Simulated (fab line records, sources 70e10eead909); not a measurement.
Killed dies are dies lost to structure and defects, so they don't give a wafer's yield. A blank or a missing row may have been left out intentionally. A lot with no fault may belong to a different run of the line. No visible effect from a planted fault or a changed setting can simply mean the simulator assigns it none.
Which tool did it? || flow nandHarc || 12 lots with 36 wafers sampled at 5 steps, on a route of 1302 steps

== WHAT THE GAUGES READ, wafer by wafer ==
NHARC_A_BLC_CD_MEAS_19.
{"lot": "L345", "measured": "day 22 22:44", "on": "cdSem-03", "cdNm (nm)": "96.4 97.5 97.1"}
{"lot": "L346", "measured": "day 23 06:17", "on": "cdSem-02", "cdNm (nm)": "104.6 96.1 102.4"}
{"lot": "L344", "measured": "day 23 06:30", "on": "cdSem-03", "cdNm (nm)": "100.7 99.4 105.5"}
{"lot": "L347", "measured": "day 23 09:34", "on": "cdSem-01", "cdNm (nm)": "99.9 101.2 101.1"}
{"lot": "L349", "measured": "day 24 07:13", "on": "cdSem-01", "cdNm (nm)": "100.7 101.9 96.6"}
{"lot": "L352", "measured": "day 25 16:55", "on": "cdSem-03", "cdNm (nm)": "99.6 103.0 99.7"}
{"lot": "L351", "measured": "day 25 20:52", "on": "cdSem-02", "cdNm (nm)": "101.6 98.0 101.0"}
{"lot": "L355", "measured": "day 27 17:07", "on": "cdSem-03", "cdNm (nm)": "102.0 97.3 99.0"}
{"lot": "L354", "measured": "day 27 20:53", "on": "cdSem-02", "cdNm (nm)": "98.4 99.7 100.4"}
{"lot": "L361", "measured": "day 29 14:56", "on": "cdSem-01", "cdNm (nm)": "99.2 99.9 99.0"}
{"lot": "L358", "measured": "day 29 15:40", "on": "cdSem-02", "cdNm (nm)": "102.4 101.6 99.4"}
{"lot": "L359", "measured": "day 29 17:27", "on": "cdSem-02", "cdNm (nm)": "100.0 97.8 101.1"}

NHARC_END_SORT_01.
{"lot": "L349", "measured": "day 26 02:51", "on": "prober-02", "killedAtArray": "25 28 21", "killedAtOther": "0 2 3", "killedAtPeriphery": "3 0 1", "killedDies": "28 30 25", "killedOpen": "2 2 1", "killedShort": "3 2 0"}
{"lot": "L352", "measured": "day 27 12:50", "on": "prober-02", "killedAtArray": "58 48 57", "killedAtOther": "1 1 1", "killedAtPeriphery": "3 1 5", "killedDies": "62 50 63", "killedOpen": "7 4 5", "killedShort": "3 2 6"}
{"lot": "L361", "measured": "day 31 09:53", "on": "prober-01", "killedAtArray": "63 64 73", "killedAtOther": "0 0 0", "killedAtPeriphery": "2 4 4", "killedDies": "65 68 77", "killedOpen": "4 2 2", "killedShort": "3 0 0"}

== WHAT TOOL EACH LOT RAN ON (gives the tool, then ch and the chambers of the sampled wafers, and finally the start) ==
{"lot": "L345", "NHARC_A_BLC_ETCH_16": "rieDiel-12 ch 0,2,3, day 22 21:52", "NHARC_A_BLC_ETCH_17": "rieDiel-12 ch 0,1, day 22 21:59", "NHARC_A_BLC_CVD_24": "cvdW-01 ch 0,1, no start"}
{"lot": "L346", "NHARC_A_BLC_ETCH_16": "rieDiel-01 ch 0,2,3, day 23 05:24", "NHARC_A_BLC_ETCH_17": "rieDiel-01 ch 1,3, day 23 05:32", "NHARC_A_BLC_CVD_24": "cvdW-01 ch 0, no start"}
{"lot": "L344", "NHARC_A_BLC_ETCH_16": "rieDiel-08 ch 0,1, day 23 05:37", "NHARC_A_BLC_ETCH_17": "rieDiel-08 ch 0,1,2, day 23 05:47", "NHARC_A_BLC_CVD_24": "cvdW-02 ch 0,1, no start"}
{"lot": "L347", "NHARC_A_BLC_ETCH_16": "rieDiel-12 ch 2,3, day 23 08:31", "NHARC_A_BLC_ETCH_17": "rieDiel-12 ch 1,2,3, day 23 08:44", "NHARC_A_BLC_CVD_24": "cvdW-01 ch 1, no start"}
{"lot": "L349", "NHARC_A_BLC_ETCH_16": "rieDiel-12 ch 0,1,2, day 24 06:15", "NHARC_A_BLC_ETCH_17": "rieDiel-12 ch 0,2,3, day 24 06:25", "NHARC_A_BLC_CVD_24": "cvdW-01 ch 0,1, day 26 02:51 or earlier"}
{"lot": "L352", "NHARC_A_BLC_ETCH_16": "rieDiel-01 ch 0,2,3, day 25 16:02", "NHARC_A_BLC_ETCH_17": "rieDiel-01 ch 0,2, day 25 16:07", "NHARC_A_BLC_CVD_24": "cvdW-02 ch 0,1, day 27 12:50 or earlier"}
{"lot": "L351", "NHARC_A_BLC_ETCH_16": "rieDiel-01 ch 0,1, day 25 19:58", "NHARC_A_BLC_ETCH_17": "rieDiel-01 ch 2,3, day 25 20:03", "NHARC_A_BLC_CVD_24": "cvdW-02 ch 0,1, no start"}
{"lot": "L355", "NHARC_A_BLC_ETCH_16": "rieDiel-08 ch 0,1,2, day 27 16:13", "NHARC_A_BLC_ETCH_17": "rieDiel-08 ch 0,1,2, day 27 16:21", "NHARC_A_BLC_CVD_24": "cvdW-01 ch 0,1, no start"}
{"lot": "L354", "NHARC_A_BLC_ETCH_16": "rieDiel-12 ch 0,2, day 27 19:59", "NHARC_A_BLC_ETCH_17": "rieDiel-12 ch 0,3, day 27 20:07", "NHARC_A_BLC_CVD_24": "cvdW-02 ch 0, no start"}
{"lot": "L361", "NHARC_A_BLC_ETCH_16": "rieDiel-12 ch 1,2,3, day 29 14:03", "NHARC_A_BLC_ETCH_17": "rieDiel-12 ch 1,3, day 29 14:11", "NHARC_A_BLC_CVD_24": "cvdW-01 ch 0,1, day 31 09:53 or earlier"}
{"lot": "L358", "NHARC_A_BLC_ETCH_16": "rieDiel-01 ch 0,1,2, day 29 14:47", "NHARC_A_BLC_ETCH_17": "rieDiel-01 ch 2,3, day 29 14:51", "NHARC_A_BLC_CVD_24": "cvdW-02 ch 0, no start"}
{"lot": "L359", "NHARC_A_BLC_ETCH_16": "rieDiel-01 ch 0,1,2, day 29 16:34", "NHARC_A_BLC_ETCH_17": "rieDiel-01 ch 0,2,3, day 29 16:39", "NHARC_A_BLC_CVD_24": "cvdW-01 ch 0,1, no start"}
- NHARC_A_BLC_ETCH_16: etches the open film in CF4, target depth 39 nm, time 65 s.
- NHARC_A_BLC_ETCH_17: etches the open film in N2/H2, target depth 390 nm, time 609.38 s.
- NHARC_A_BLC_CVD_24: deposits W, target thk 150 nm, time 434 s.

== AS READ BY THE TOOLS THEMSELVES (means over the sampled wafers that have a number; for cases with no such wafer, the mark the record gives instead) ==
NHARC_A_BLC_ETCH_16.
{"lot": "L345", "tool": "rieDiel-12", "drypumpMotorCurrentA (A)": 5.7, "oesProductAu (a.u.)": 1.000, "rfVppV (V)": 152.6, "runLengthS (s)": 86.4, "showerheadPlenumPTorr (Torr)": 1.86, "throttleValvePct (%)": 13.272}
{"lot": "L346", "tool": "rieDiel-01", "drypumpMotorCurrentA (A)": 6.1, "oesProductAu (a.u.)": 1.004, "rfVppV (V)": 151.7, "runLengthS (s)": 86.3, "showerheadPlenumPTorr (Torr)": 1.76, "throttleValvePct (%)": 13.283}
{"lot": "L344", "tool": "rieDiel-08", "drypumpMotorCurrentA (A)": 5.4, "oesProductAu (a.u.)": 0.997, "rfVppV (V)": 151.6, "runLengthS (s)": 86.2, "showerheadPlenumPTorr (Torr)": 1.80, "throttleValvePct (%)": 13.282}
{"lot": "L347", "tool": "rieDiel-12", "drypumpMotorCurrentA (A)": 5.2, "oesProductAu (a.u.)": 0.990, "rfVppV (V)": 153.4, "runLengthS (s)": 86.5, "showerheadPlenumPTorr (Torr)": 1.89, "throttleValvePct (%)": 13.289}
{"lot": "L349", "tool": "rieDiel-12", "drypumpMotorCurrentA (A)": 6.1, "oesProductAu (a.u.)": 1.006, "rfVppV (V)": 151.3, "runLengthS (s)": 86.0, "showerheadPlenumPTorr (Torr)": 1.79, "throttleValvePct (%)": 13.292}
{"lot": "L352", "tool": "rieDiel-01", "drypumpMotorCurrentA (A)": 6.1, "oesProductAu (a.u.)": 1.000, "rfVppV (V)": 151.0, "runLengthS (s)": 85.8, "showerheadPlenumPTorr (Torr)": 1.76, "throttleValvePct (%)": 13.288}
{"lot": "L351", "tool": "rieDiel-01", "drypumpMotorCurrentA (A)": 5.9, "oesProductAu (a.u.)": 0.997, "rfVppV (V)": 151.4, "runLengthS (s)": 85.6, "showerheadPlenumPTorr (Torr)": 1.74, "throttleValvePct (%)": 13.281}
{"lot": "L355", "tool": "rieDiel-08", "drypumpMotorCurrentA (A)": 5.3, "oesProductAu (a.u.)": 0.996, "rfVppV (V)": 153.2, "runLengthS (s)": 86.1, "showerheadPlenumPTorr (Torr)": 1.80, "throttleValvePct (%)": 13.288}
{"lot": "L354", "tool": "rieDiel-12", "drypumpMotorCurrentA (A)": 6.3, "oesProductAu (a.u.)": 1.010, "rfVppV (V)": 152.4, "runLengthS (s)": 86.3, "showerheadPlenumPTorr (Torr)": 1.85, "throttleValvePct (%)": 13.282}
{"lot": "L361", "tool": "rieDiel-12", "drypumpMotorCurrentA (A)": 5.6, "oesProductAu (a.u.)": 1.002, "rfVppV (V)": 151.7, "runLengthS (s)": 86.1, "showerheadPlenumPTorr (Torr)": 1.81, "throttleValvePct (%)": 13.288}
{"lot": "L358", "tool": "rieDiel-01", "drypumpMotorCurrentA (A)": 6.1, "oesProductAu (a.u.)": 1.008, "rfVppV (V)": 150.8, "runLengthS (s)": 85.6, "showerheadPlenumPTorr (Torr)": 1.76, "throttleValvePct (%)": 13.283}
{"lot": "L359", "tool": "rieDiel-01", "drypumpMotorCurrentA (A)": 6.1, "oesProductAu (a.u.)": 1.000, "rfVppV (V)": 150.3, "runLengthS (s)": 85.4, "showerheadPlenumPTorr (Torr)": 1.76, "throttleValvePct (%)": 13.292}

NHARC_A_BLC_ETCH_17.
{"lot": "L345", "tool": "rieDiel-12", "drypumpMotorCurrentA (A)": 6.1, "oesProductAu (a.u.)": 1.000, "rfVppV (V)": 431.0, "runLengthS (s)": 630.8, "showerheadPlenumPTorr (Torr)": 2.03, "throttleValvePct (%)": 14.170}
{"lot": "L346", "tool": "rieDiel-01", "drypumpMotorCurrentA (A)": 5.8, "oesProductAu (a.u.)": 0.995, "rfVppV (V)": 429.7, "runLengthS (s)": 630.5, "showerheadPlenumPTorr (Torr)": 1.99, "throttleValvePct (%)": 14.174}
{"lot": "L344", "tool": "rieDiel-08", "drypumpMotorCurrentA (A)": 5.3, "oesProductAu (a.u.)": 1.011, "rfVppV (V)": 432.0, "runLengthS (s)": 630.7, "showerheadPlenumPTorr (Torr)": 2.09, "throttleValvePct (%)": 14.167}
{"lot": "L347", "tool": "rieDiel-12", "drypumpMotorCurrentA (A)": 5.7, "oesProductAu (a.u.)": 1.004, "rfVppV (V)": 431.7, "runLengthS (s)": 630.5, "showerheadPlenumPTorr (Torr)": 2.10, "throttleValvePct (%)": 14.175}
{"lot": "L349", "tool": "rieDiel-12", "drypumpMotorCurrentA (A)": 5.7, "oesProductAu (a.u.)": 1.000, "rfVppV (V)": 433.2, "runLengthS (s)": 631.1, "showerheadPlenumPTorr (Torr)": 2.15, "throttleValvePct (%)": 14.173}
{"lot": "L352", "tool": "rieDiel-01", "drypumpMotorCurrentA (A)": 6.3, "oesProductAu (a.u.)": 0.999, "rfVppV (V)": 429.9, "runLengthS (s)": 629.9, "showerheadPlenumPTorr (Torr)": 2.04, "throttleValvePct (%)": 14.169}
{"lot": "L351", "tool": "rieDiel-01", "drypumpMotorCurrentA (A)": 6.1, "oesProductAu (a.u.)": 1.006, "rfVppV (V)": 431.0, "runLengthS (s)": 630.5, "showerheadPlenumPTorr (Torr)": 2.05, "throttleValvePct (%)": 14.172}
{"lot": "L355", "tool": "rieDiel-08", "drypumpMotorCurrentA (A)": 5.3, "oesProductAu (a.u.)": 0.992, "rfVppV (V)": 430.8, "runLengthS (s)": 631.0, "showerheadPlenumPTorr (Torr)": 2.08, "throttleValvePct (%)": 14.174}
{"lot": "L354", "tool": "rieDiel-12", "drypumpMotorCurrentA (A)": 5.1, "oesProductAu (a.u.)": 1.001, "rfVppV (V)": 433.6, "runLengthS (s)": 631.0, "showerheadPlenumPTorr (Torr)": 2.15, "throttleValvePct (%)": 14.174}
{"lot": "L361", "tool": "rieDiel-12", "drypumpMotorCurrentA (A)": 5.5, "oesProductAu (a.u.)": 1.003, "rfVppV (V)": 429.9, "runLengthS (s)": 630.5, "showerheadPlenumPTorr (Torr)": 2.02, "throttleValvePct (%)": 14.171}
{"lot": "L358", "tool": "rieDiel-01", "drypumpMotorCurrentA (A)": 6.1, "oesProductAu (a.u.)": 1.006, "rfVppV (V)": 430.7, "runLengthS (s)": 614.4, "showerheadPlenumPTorr (Torr)": 2.05, "throttleValvePct (%)": 14.173}
{"lot": "L359", "tool": "rieDiel-01", "drypumpMotorCurrentA (A)": 6.1, "oesProductAu (a.u.)": 1.008, "rfVppV (V)": 430.6, "runLengthS (s)": 614.1, "showerheadPlenumPTorr (Torr)": 2.02, "throttleValvePct (%)": 14.167}

NHARC_A_BLC_CVD_24.
{"lot": "L345", "tool": "cvdW-01", "heaterPowerW (W)": 469, "mfcH2Sccm (sccm)": 1602, "throttleValvePct (%)": 7.64}
{"lot": "L346", "tool": "cvdW-01", "heaterPowerW (W)": 467, "mfcH2Sccm (sccm)": 1590, "throttleValvePct (%)": 7.47}
{"lot": "L344", "tool": "cvdW-02", "heaterPowerW (W)": 415, "mfcH2Sccm (sccm)": 1597, "throttleValvePct (%)": 8.19}
{"lot": "L347", "tool": "cvdW-01", "heaterPowerW (W)": 467, "mfcH2Sccm (sccm)": 1601, "throttleValvePct (%)": 7.66}
{"lot": "L349", "tool": "cvdW-01", "heaterPowerW (W)": 439, "mfcH2Sccm (sccm)": 1600, "throttleValvePct (%)": 7.77}
{"lot": "L352", "tool": "cvdW-02", "heaterPowerW (W)": 421, "mfcH2Sccm (sccm)": 1598, "throttleValvePct (%)": 8.12}
{"lot": "L351", "tool": "cvdW-02", "heaterPowerW (W)": 422, "mfcH2Sccm (sccm)": 1603, "throttleValvePct (%)": 7.97}
{"lot": "L355", "tool": "cvdW-01", "heaterPowerW (W)": 466, "mfcH2Sccm (sccm)": 1603, "throttleValvePct (%)": 7.70}
{"lot": "L354", "tool": "cvdW-02", "heaterPowerW (W)": 410, "mfcH2Sccm (sccm)": 1596, "throttleValvePct (%)": 8.00}
{"lot": "L361", "tool": "cvdW-01", "heaterPowerW (W)": 448, "mfcH2Sccm (sccm)": 1602, "throttleValvePct (%)": 7.84}
{"lot": "L358", "tool": "cvdW-02", "heaterPowerW (W)": 411, "mfcH2Sccm (sccm)": 1597, "throttleValvePct (%)": 7.92}
{"lot": "L359", "tool": "cvdW-01", "heaterPowerW (W)": 458, "mfcH2Sccm (sccm)": 1606, "throttleValvePct (%)": 7.61}

== THE ANSWER, worked out from the rows above alone ==
Rule: usual is defined by the lots themselves. Put in order of their means at a reading, lots are off if they are a third of the lots or fewer, leave a main group of 4 or more, and stand apart from it by a gap of 3 or more times the standard deviation of the main group's means; of several such gaps the widest counts. The tables above print the reading to a certain number of digits; a main group whose means all agree to those digits is not used. Also off: a lot with no number at a reading for which 4 or more lots have one. All remaining lots with rows at the step are treated as sound. After the gauges, taken in route order, come the tools' own readings; for these a lot's mean is taken, as printed above. The first step at which some lot is off is used, and at that step the reading that is off furthest; a lot without a number counts as furthest.
Off at NHARC_A_BLC_ETCH_17 (runLengthS): L358, L359. Main group: mean 630.6 s, sd 0.34.
If a tool, at that step or one of the process steps before it, ran each lot that is off and ran no sound lot following the first of them, it fits. One fits: rieDiel-01 at NHARC_A_BLC_ETCH_16 and NHARC_A_BLC_ETCH_17. At NHARC_A_BLC_ETCH_16 its last sound lot is L351 (day 25 19:58), its first lot that is off L358 (day 29 14:47): a fault that began between those two fits.

== WHAT THE SIMULATOR HAD INSERTED ==
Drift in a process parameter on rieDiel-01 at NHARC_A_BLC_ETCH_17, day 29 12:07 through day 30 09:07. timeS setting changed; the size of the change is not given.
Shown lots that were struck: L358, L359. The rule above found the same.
